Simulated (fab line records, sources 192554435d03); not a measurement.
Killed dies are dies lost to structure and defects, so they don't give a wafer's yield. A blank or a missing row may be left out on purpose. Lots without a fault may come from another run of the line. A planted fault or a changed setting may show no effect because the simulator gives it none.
Which tool did it? | flow n5_finfet | 24 lots, 72 wafers sampled, at 6 steps of a route of 1938

WHAT THE GAUGES READ, wafer by wafer
The record holds no reading of a measuring or inspecting step that can be judged against a usual standard deviation.

WHICH TOOL RAN EACH LOT (tool, then ch and the chambers of the sampled wafers, then the start)
lot  | N5_BEOL_M0_DEP_125              | N5_BEOL_M1_ETCH_63                 | N5_BEOL_M1_ETCH_41                            | N5_BEOL_M1_ANNEAL_82         | N5_BEOL_M1_ANNEAL_89         | N5_BEOL_M1_SPUTTER_96
L074 | pecvd-04 ch 1,2, day 5 21:46    | rie_diel-01 ch 1,2,3, day 6 01:04  | rie_diel-06 ch 1,2,3, day 6 12:04 or earlier  | pvd_sputter-01, day 6 12:04  | pvd_sputter-01, day 6 12:31  | pvd_sputter-01, day 6 13:19
L076 | pecvd-04 ch 0,2, day 6 11:39    | rie_diel-01 ch 0,1,3, day 6 14:29  | rie_diel-06 ch 0,1, day 7 10:08 or earlier    | pvd_sputter-03, day 7 10:08  | pvd_sputter-03, day 7 10:34  | pvd_sputter-03, day 7 11:22
L075 | pecvd-04 ch 0,2, day 6 11:58    | rie_diel-04 ch 0,2, day 6 14:40    | rie_diel-01 ch 0,1,2, day 7 02:07 or earlier  | pvd_sputter-03, day 7 02:07  | pvd_sputter-03, day 7 02:34  | pvd_sputter-03, day 7 03:22
L077 | pecvd-02 ch 0,1,2, day 7 02:04  | rie_diel-01 ch 0,1, day 7 05:19    | rie_diel-04 ch 1,2,3, day 7 10:14 or earlier  | pvd_sputter-01, day 7 10:14  | pvd_sputter-01, day 7 10:44  | pvd_sputter-01, day 7 11:35
L078 | pecvd-04 ch 0,1,2, day 7 03:03  | rie_diel-01 ch 1,2,3, day 7 05:36  | rie_diel-04 ch 0,3, day 7 13:02 or earlier    | pvd_sputter-03, day 7 13:02  | pvd_sputter-03, day 7 13:28  | pvd_sputter-03, day 7 14:16
L079 | pecvd-04 ch 1,2, day 7 06:58    | rie_diel-06 ch 0,1,2, day 7 09:14  | rie_diel-06 ch 0,1,2, day 7 13:23 or earlier  | pvd_sputter-01, day 7 13:23  | pvd_sputter-01, day 7 13:50  | pvd_sputter-01, day 7 14:38
L080 | pecvd-01 ch 0,1,2, day 7 11:53  | rie_diel-06 ch 0,1,2, day 7 13:07  | rie_diel-01 ch 0,1,2, day 7 23:11 or earlier  | pvd_sputter-01, day 7 23:11  | pvd_sputter-01, day 7 23:37  | pvd_sputter-01, day 8 00:25
L081 | pecvd-04 ch 0,1,2, day 7 19:28  | rie_diel-04 ch 0,3, day 7 21:57    | rie_diel-01 ch 0,1,2, day 8 03:31 or earlier  | pvd_sputter-03, day 8 03:31  | pvd_sputter-03, day 8 03:58  | pvd_sputter-03, day 8 04:46
L082 | pecvd-02 ch 0,2, day 8 01:50    | rie_diel-04 ch 0,2,3, day 8 03:09  | rie_diel-06 ch 1,2,3, day 8 06:47 or earlier  | pvd_sputter-02, day 8 06:47  | pvd_sputter-02, day 8 07:14  | pvd_sputter-02, day 8 08:02
L083 | pecvd-01 ch 1,2, day 8 02:06    | rie_diel-01 ch 0,2, day 8 03:29    | rie_diel-01 ch 0,1,2, day 8 19:10 or earlier  | pvd_sputter-01, day 8 19:10  | pvd_sputter-01, day 8 19:37  | pvd_sputter-01, day 8 20:25
L084 | pecvd-02 ch 0,2, day 8 09:17    | rie_diel-06 ch 2,3, day 8 11:04    | rie_diel-01 ch 1,2,3, day 8 21:38 or earlier  | pvd_sputter-03, day 8 21:38  | pvd_sputter-03, day 8 22:04  | pvd_sputter-03, day 8 22:52
L085 | pecvd-04 ch 0,2, day 9 00:47    | rie_diel-06 ch 1,3, day 9 01:43    | rie_diel-01 ch 0,2,3, day 9 18:57 or earlier  | pvd_sputter-03, day 9 18:57  | pvd_sputter-03, day 9 19:23  | pvd_sputter-03, day 9 20:11
L086 | pecvd-01 ch 0,1, day 9 03:08    | rie_diel-04 ch 0,2,3, day 9 06:29  | rie_diel-01 ch 2,3, day 9 11:32 or earlier    | pvd_sputter-01, day 9 11:32  | pvd_sputter-01, day 9 11:58  | pvd_sputter-01, day 9 12:46
L087 | pecvd-01 ch 0,1,2, day 9 08:14  | rie_diel-06 ch 0,1,3, day 9 09:05  | rie_diel-01 ch 0,3, day 9 13:23 or earlier    | pvd_sputter-03, day 9 13:23  | pvd_sputter-03, day 9 13:50  | pvd_sputter-03, day 9 14:38
L088 | pecvd-01 ch 0,1,2, day 9 08:57  | rie_diel-06 ch 0,2,3, day 9 12:07  | rie_diel-04 ch 1,3, day 9 22:28 or earlier    | pvd_sputter-03, day 9 22:28  | pvd_sputter-03, day 9 22:55  | pvd_sputter-03, day 9 23:43
L089 | pecvd-01 ch 1,2, day 9 21:57    | rie_diel-06 ch 0,1,2, day 10 01:00 | rie_diel-04 ch 0,2,3, day 10 11:25 or earlier | pvd_sputter-02, day 10 11:25 | pvd_sputter-02, day 10 11:52 | pvd_sputter-02, day 10 12:40
L090 | pecvd-04 ch 0,1,2, day 9 23:52  | rie_diel-04 ch 1,2,3, day 10 01:49 | rie_diel-01 ch 0,1,2, day 10 13:08 or earlier | pvd_sputter-01, day 10 13:08 | pvd_sputter-01, day 10 13:34 | pvd_sputter-01, day 10 14:22
L091 | pecvd-01 ch 1,2, day 10 08:18   | rie_diel-06 ch 0,3, day 10 10:18   | rie_diel-04 ch 0,3, day 11 07:04 or earlier   | pvd_sputter-01, day 11 07:04 | pvd_sputter-01, day 11 07:30 | pvd_sputter-01, day 11 08:18
L092 | pecvd-02 ch 0,1, day 10 13:32   | rie_diel-01 ch 2,3, day 10 15:11   | rie_diel-06 ch 1,2,3, day 11 08:54 or earlier | pvd_sputter-01, day 11 08:54 | pvd_sputter-01, day 11 09:20 | pvd_sputter-01, day 11 10:08
L093 | pecvd-04 ch 0,1,2, day 10 17:55 | rie_diel-06 ch 0,1,2, day 10 21:05 | rie_diel-06 ch 0,2,3, day 11 11:41 or earlier | pvd_sputter-02, day 11 11:41 | pvd_sputter-02, day 11 12:08 | pvd_sputter-02, day 11 12:56
L094 | pecvd-04 ch 0,1,2, day 10 22:59 | rie_diel-06 ch 2,3, day 11 01:16   | rie_diel-04 ch 0,1,2, day 12 00:02 or earlier | pvd_sputter-01, day 12 00:02 | pvd_sputter-01, day 12 00:28 | pvd_sputter-01, day 12 01:16
L095 | pecvd-04 ch 0,1,2, day 11 09:31 | rie_diel-06 ch 0,1,3, day 11 11:20 | rie_diel-04 ch 0,1,3, day 11 20:22 or earlier | pvd_sputter-03, day 11 20:22 | pvd_sputter-03, day 11 20:48 | pvd_sputter-03, day 11 21:36
L096 | pecvd-04 ch 1,2, day 11 18:34   | rie_diel-06 ch 1,2,3, day 11 20:14 | rie_diel-04 ch 1,2,3, day 12 06:51 or earlier | pvd_sputter-02, day 12 06:51 | pvd_sputter-02, day 12 07:17 | pvd_sputter-02, day 12 08:05
L097 | pecvd-01 ch 0,1, day 11 20:01   | rie_diel-01 ch 0,1,2, day 11 22:44 | rie_diel-06 ch 2,3, day 12 08:27 or earlier   | pvd_sputter-01, day 12 08:27 | pvd_sputter-01, day 12 08:53 | pvd_sputter-01, day 12 09:41
- N5_BEOL_M0_DEP_125: deposits SiCN from 3MS/NH3, target thk 8 nm, time 14 s.
- N5_BEOL_M1_ETCH_63: etches SiARC in CF4, target depth 15.6 nm, time 26 s.
- N5_BEOL_M1_ETCH_41: etches SiCN in CH3F/O2, target depth 31.9 nm, time 57.8 s.
- N5_BEOL_M1_ANNEAL_82: time 240 s.
- N5_BEOL_M1_ANNEAL_89: time 240 s.
- N5_BEOL_M1_SPUTTER_96: material Cu, target thk 4.5 nm, time 8.29 s.

WHAT THE TOOLS THEMSELVES READ (means of the sampled wafers that have a number; where no wafer has one, the mark that the record gives instead)
N5_BEOL_M0_DEP_125. Usual: showerhead_plenum_p_Torr 3.664 Torr, standard deviation 0.016; throttle_valve_pct 9.2 %, standard deviation 0.4.
lot  | tool     | showerhead_plenum_p_Torr (Torr) | throttle_valve_pct (%) | flag
L074 | pecvd-04 | 3.644                           | 9.1                    |
L076 | pecvd-04 | 3.656                           | 8.7                    |
L075 | pecvd-04 | 3.651                           | 8.8                    |
L077 | pecvd-02 | 3.667                           | 9.1                    |
L078 | pecvd-04 | 3.653                           | 9.0                    |
L079 | pecvd-04 | 3.648                           | 8.9                    |
L080 | pecvd-01 | 3.681                           | 9.6                    |
L081 | pecvd-04 | 3.656                           | 8.8                    |
L082 | pecvd-02 | 3.664                           | 8.9                    |
L083 | pecvd-01 | 3.687                           | 9.4                    |
L084 | pecvd-02 | 3.661                           | 9.1                    |
L085 | pecvd-04 | 3.664                           | 9.0                    |
L086 | pecvd-01 | 3.663                           | 9.7                    |
L087 | pecvd-01 | 3.679                           | 9.6                    |
L088 | pecvd-01 | 3.676                           | 9.5                    |
L089 | pecvd-01 | 3.685                           | 9.8                    |
L090 | pecvd-04 | 3.658                           | 9.2                    |
L091 | pecvd-01 | 3.687                           | 9.8                    |
L092 | pecvd-02 | 3.664                           | 8.9                    |
L093 | pecvd-04 | 3.653                           | 9.0                    |
L094 | pecvd-04 | 3.662                           | 8.9                    |
L095 | pecvd-04 | 3.654                           | 9.1                    |
L096 | pecvd-04 | 3.647                           | 9.3                    |
L097 | pecvd-01 | 3.668                           | 9.9                    |

N5_BEOL_M1_ETCH_63. Usual: chamber_pressure_mTorr 40.00 mTorr, standard deviation 0.04; drypump_motor_current_A 5.7 A, standard deviation 0.66; etch_rf_on_time_s 26.0 s, standard deviation 0.49; oes_product_au 0.70 a.u., standard deviation 0.078; rf_vpp_V 184.1 V, standard deviation 1.2; showerhead_plenum_p_Torr 2.14 Torr, standard deviation 0.065; throttle_valve_pct 15.59 %, standard deviation 0.21.
lot  | tool        | chamber_pressure_mTorr (mTorr) | drypump_motor_current_A (A) | etch_rf_on_time_s (s) | oes_product_au (a.u.) | rf_vpp_V (V) | showerhead_plenum_p_Torr (Torr) | throttle_valve_pct (%) | flag
L074 | rie_diel-01 | 39.97                          | 5.7                         | 26.1                  | 0.66                  | 183.3        | 2.12                            | 15.56                  |
L076 | rie_diel-01 | 40.00                          | 5.9                         | 26.1                  | 0.68                  | 183.7        | 2.16                            | 15.50                  |
L075 | rie_diel-04 | 39.99                          | 5.9                         | 26.0                  | 0.73                  | 183.8        | 2.15                            | 15.59                  |
L077 | rie_diel-01 | 39.98                          | 6.3                         | 26.0                  | 0.72                  | 184.0        | 2.17                            | 15.45                  |
L078 | rie_diel-01 | 40.02                          | 5.7                         | 25.9                  | 0.65                  | 183.9        | 2.12                            | 15.58                  |
L079 | rie_diel-06 | 40.00                          | 5.9                         | 25.7                  | 0.76                  | 184.5        | 2.17                            | 15.49                  |
L080 | rie_diel-06 | 40.01                          | 5.9                         | 26.0                  | 0.75                  | 184.4        | 2.17                            | 15.50                  |
L081 | rie_diel-04 | 39.95                          | 5.6                         | 25.7                  | 0.79                  | 185.8        | 2.21                            | 15.36                  |
L082 | rie_diel-04 | 40.02                          | 5.8                         | 26.2                  | 0.75                  | 184.7        | 2.18                            | 15.49                  |
L083 | rie_diel-01 | 40.00                          | 5.1                         | 25.8                  | 0.68                  | 183.7        | 2.10                            | 15.57                  |
L084 | rie_diel-06 | 39.95                          | 5.6                         | 25.9                  | 0.68                  | 183.8        | 2.09                            | 15.82                  |
L085 | rie_diel-06 | 39.99                          | 5.0                         | 26.5                  | 0.61                  | 183.7        | 2.07                            | 15.87                  |
L086 | rie_diel-04 | 40.02                          | 5.8                         | 26.1                  | 0.73                  | 184.3        | 2.17                            | 15.50                  |
L087 | rie_diel-06 | 40.00                          | 5.4                         | 26.3                  | 0.66                  | 182.9        | 2.12                            | 15.66                  |
L088 | rie_diel-06 | 39.97                          | 6.0                         | 25.5                  | 0.73                  | 184.6        | 2.14                            | 15.63                  |
L089 | rie_diel-06 | 40.06                          | 5.9                         | 26.0                  | 0.72                  | 184.9        | 2.17                            | 15.53                  |
L090 | rie_diel-04 | 40.00                          | 6.0                         | 25.9                  | 0.68                  | 184.2        | 2.16                            | 15.64                  |
L091 | rie_diel-06 | 39.98                          | 5.5                         | 26.6                  | 0.65                  | 183.6        | 2.08                            | 15.79                  |
L092 | rie_diel-01 | 40.01                          | 5.2                         | 25.9                  | 0.72                  | 183.3        | 2.09                            | 15.37                  |
L093 | rie_diel-06 | 40.03                          | 6.0                         | 25.8                  | 0.71                  | 184.3        | 2.16                            | 15.55                  |
L094 | rie_diel-06 | 40.01                          | 5.6                         | 26.5                  | 0.65                  | 182.8        | 2.08                            | 15.86                  |
L095 | rie_diel-06 | 39.99                          | 5.4                         | 26.8                  | 0.64                  | 184.1        | 2.11                            | 15.70                  |
L096 | rie_diel-06 | 40.01                          | 5.5                         | 26.1                  | 0.65                  | 183.6        | 2.11                            | 15.77                  |
L097 | rie_diel-01 | 40.03                          | 5.7                         | 25.8                  | 0.67                  | 184.7        | 2.13                            | 15.57                  |

N5_BEOL_M1_ETCH_41. Usual: chamber_pressure_mTorr 29.998 mTorr, standard deviation 0.025; drypump_motor_current_A 5.7 A, standard deviation 0.61; oes_product_au 0.82 a.u., standard deviation 0.081; rf_vpp_V 297.6 V, standard deviation 1.6; showerhead_plenum_p_Torr 2.01 Torr, standard deviation 0.067; throttle_valve_pct 16.26 %, standard deviation 0.21.
lot  | tool        | chamber_pressure_mTorr (mTorr) | drypump_motor_current_A (A) | oes_product_au (a.u.) | rf_vpp_V (V) | showerhead_plenum_p_Torr (Torr) | throttle_valve_pct (%) | flag
L074 | rie_diel-06 | 29.997                         | 5.5                         | 0.72                  | 297.3        | 1.98                            | 16.58                  |
L076 | rie_diel-06 | 29.999                         | 5.8                         | 0.87                  | 297.2        | 2.03                            | 16.15                  |
L075 | rie_diel-01 | 29.983                         | 5.7                         | 0.82                  | 297.5        | 2.00                            | 16.20                  |
L077 | rie_diel-04 | 30.009                         | 6.0                         | 0.83                  | 297.3        | 2.02                            | 16.30                  |
L078 | rie_diel-04 | 29.997                         | 5.7                         | 0.94                  | 298.3        | 2.07                            | 16.06                  |
L079 | rie_diel-06 | 29.986                         | 5.9                         | 0.89                  | 297.4        | 2.03                            | 16.22                  |
L080 | rie_diel-01 | 29.990                         | 5.7                         | 0.81                  | 296.5        | 2.00                            | 16.22                  |
L081 | rie_diel-01 | 29.982                         | 5.7                         | 0.81                  | 297.3        | 2.00                            | 16.22                  |
L082 | rie_diel-06 | 30.038                         | 5.5                         | 0.82                  | 297.5        | 1.98                            | 16.43                  |
L083 | rie_diel-01 | 30.016                         | 5.7                         | 0.81                  | 297.3        | 2.00                            | 16.23                  |
L084 | rie_diel-01 | 29.991                         | 5.7                         | 0.85                  | 296.6        | 1.98                            | 16.17                  |
L085 | rie_diel-01 | 30.026                         | 5.3                         | 0.83                  | 296.0        | 1.98                            | 16.17                  |
L086 | rie_diel-01 | 30.001                         | 5.0                         | 0.82                  | 295.9        | 1.94                            | 16.23                  |
L087 | rie_diel-01 | 30.000                         | 5.4                         | 0.89                  | 297.0        | 1.99                            | 16.00                  |
L088 | rie_diel-04 | 29.997                         | 5.9                         | 0.80                  | 299.2        | 2.07                            | 16.32                  |
L089 | rie_diel-04 | 29.990                         | 5.8                         | 0.85                  | 298.2        | 2.03                            | 16.22                  |
L090 | rie_diel-01 | 30.001                         | 5.7                         | 0.79                  | 296.8        | 1.99                            | 16.26                  |
L091 | rie_diel-04 | 30.026                         | 5.7                         | 0.88                  | 298.3        | 2.06                            | 16.09                  |
L092 | rie_diel-06 | 30.023                         | 5.5                         | 0.77                  | 296.2        | 1.97                            | 16.47                  |
L093 | rie_diel-06 | 29.992                         | 6.0                         | 0.82                  | 297.3        | 1.99                            | 16.37                  |
L094 | rie_diel-04 | 30.006                         | 5.8                         | 0.80                  | 299.3        | 2.05                            | 16.35                  |
L095 | rie_diel-04 | 29.991                         | 5.7                         | 0.84                  | 298.4        | 2.08                            | 16.21                  |
L096 | rie_diel-04 | 30.029                         | 6.0                         | 0.79                  | 297.3        | 2.01                            | 16.36                  |
L097 | rie_diel-06 | 29.991                         | 5.6                         | 0.76                  | 296.2        | 1.94                            | 16.59                  |

N5_BEOL_M1_ANNEAL_82. Usual: heater_power_w 808 W, standard deviation 44.
lot  | tool           | heater_power_w (W) | flag
L074 | pvd_sputter-01 | 748                |
L076 | pvd_sputter-03 | 814                |
L075 | pvd_sputter-03 | 826                |
L077 | pvd_sputter-01 | 774                |
L078 | pvd_sputter-03 | 820                |
L079 | pvd_sputter-01 | 823                |
L080 | pvd_sputter-01 | 805                |
L081 | pvd_sputter-03 | 821                |
L082 | pvd_sputter-02 | 816                |
L083 | pvd_sputter-01 | 783                |
L084 | pvd_sputter-03 | 820                |
L085 | pvd_sputter-03 | 825                |
L086 | pvd_sputter-01 | 799                |
L087 | pvd_sputter-03 | 822                |
L088 | pvd_sputter-03 | 816                |
L089 | pvd_sputter-02 | 815                |
L090 | pvd_sputter-01 | 788                |
L091 | pvd_sputter-01 | 814                |
L092 | pvd_sputter-01 | 795                |
L093 | pvd_sputter-02 | 814                |
L094 | pvd_sputter-01 | 775                |
L095 | pvd_sputter-03 | 829                |
L096 | pvd_sputter-02 | 813                |
L097 | pvd_sputter-01 | 810                |

N5_BEOL_M1_ANNEAL_89. Usual: heater_power_w 809 W, standard deviation 45.
lot  | tool           | heater_power_w (W) | flag
L074 | pvd_sputter-01 | 756                |
L076 | pvd_sputter-03 | 828                |
L075 | pvd_sputter-03 | 835                |
L077 | pvd_sputter-01 | 782                |
L078 | pvd_sputter-03 | 839                |
L079 | pvd_sputter-01 | 807                |
L080 | pvd_sputter-01 | 808                |
L081 | pvd_sputter-03 | 815                |
L082 | pvd_sputter-02 | 824                |
L083 | pvd_sputter-01 | 765                |
L084 | pvd_sputter-03 | 824                |
L085 | pvd_sputter-03 | 817                |
L086 | pvd_sputter-01 | 804                |
L087 | pvd_sputter-03 | 824                |
L088 | pvd_sputter-03 | 826                |
L089 | pvd_sputter-02 | 819                |
L090 | pvd_sputter-01 | 782                |
L091 | pvd_sputter-01 | 805                |
L092 | pvd_sputter-01 | 788                |
L093 | pvd_sputter-02 | 814                |
L094 | pvd_sputter-01 | 777                |
L095 | pvd_sputter-03 | 828                |
L096 | pvd_sputter-02 | 802                |
L097 | pvd_sputter-01 | 810                |

N5_BEOL_M1_SPUTTER_96. Usual: throttle_valve_pct 30.5 %, standard deviation 0.92.
lot  | tool           | throttle_valve_pct (%) | flag
L074 | pvd_sputter-01 | 30.1                   |
L076 | pvd_sputter-03 | 31.0                   |
L075 | pvd_sputter-03 | 30.1                   |
L077 | pvd_sputter-01 | 30.6                   |
L078 | pvd_sputter-03 | 31.9                   |
L079 | pvd_sputter-01 | 30.4                   |
L080 | pvd_sputter-01 | 30.3                   |
L081 | pvd_sputter-03 | 30.2                   |
L082 | pvd_sputter-02 | 29.5                   |
L083 | pvd_sputter-01 | 30.6                   |
L084 | pvd_sputter-03 | 30.6                   |
L085 | pvd_sputter-03 | 31.2                   |
L086 | pvd_sputter-01 | 30.5                   |
L087 | pvd_sputter-03 | 31.3                   |
L088 | pvd_sputter-03 | 31.2                   |
L089 | pvd_sputter-02 | 29.6                   |
L090 | pvd_sputter-01 | 30.4                   |
L091 | pvd_sputter-01 | 30.5                   |
L092 | pvd_sputter-01 | 30.7                   |
L093 | pvd_sputter-02 | 29.3                   |
L094 | pvd_sputter-01 | 30.3                   |
L095 | pvd_sputter-03 | 31.1                   |
L096 | pvd_sputter-02 | 29.6                   |
L097 | pvd_sputter-01 | 30.9                   |

THE ANSWER, worked out from the rows above alone
Rule: a lot is off if the mean of its wafers that have a number lies more than 3 standard deviations from the usual mean. A lot without any number at a reading at which 4 lots or more have one is off too. The other lots that the step has rows for count as sound. The gauges are gone through in route order, then the tools' own readings, and for those a lot's mean is taken as printed above. The first step at which some lot is off is used, and at that step the reading that is off furthest; a lot without a number counts as furthest.
No lot is off at any reading shown: from this, nothing can be told.

WHAT THE SIMULATOR HAD PUT IN
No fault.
